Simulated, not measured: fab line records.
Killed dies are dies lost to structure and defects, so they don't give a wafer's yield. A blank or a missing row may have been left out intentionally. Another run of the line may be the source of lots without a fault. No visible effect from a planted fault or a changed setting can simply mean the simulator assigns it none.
Which tool was responsible?	flow n5 finfet	12 lots (36 wafers sampled), 1 step of a 1938-step route

WHAT THE GAUGES SHOWED, per wafer
N5_STI_FIN_REVEAL_THK_MEAS_05.
lot	measured	on	thk nm (nm)
L075	day 2 16:08	film metro-01	131.0 133.1 133.7
L077	day 3 04:01	film metro-02	131.3 129.9 130.5
L079	day 3 16:31	film metro-02	134.6 132.7 133.0
L081	day 4 05:38	film metro-02	132.1 133.4 131.2
L083	day 4 16:30	film metro-02	129.2 132.3 129.0
L085	day 5 07:03	film metro-02	133.8 131.8 132.3
L087	day 5 16:07	film metro-01	131.8 132.5 131.9
L089	day 6 03:29	film metro-02	131.6 131.7 132.6
L091	day 6 15:25	film metro-01	132.8 130.7 132.6
L093	day 7 03:28	film metro-02	133.0 134.8 132.2
L095	day 7 18:32	film metro-02	134.6 134.3 133.9
L097	day 8 05:28	film metro-01	133.4 133.8 132.5

WHICH TOOL RAN EACH LOT (tool, then ch and the chambers of the sampled wafers, then the start)
Record: no process step prior to these readings.

THE ANSWER, worked out from the rows above alone
Rule: the lots themselves supply what counts as usual. The widest of any qualifying gaps counts: lots, ordered by their means at a reading, are off when they make up no more than a third of the lots, leave a main group of 4 or more, and stand apart from it by 3 or more times the standard deviation of that group's means. Not used: any main group whose means are identical at the precision the tables above print for the reading. A lot without any number at a reading at which 4 lots or more have one is off too. Any other lot the step has rows for is counted as sound.
No lot is off on any of the readings shown, so nothing can be concluded from this.

WHAT HAD BEEN PUT IN BY THE SIMULATOR
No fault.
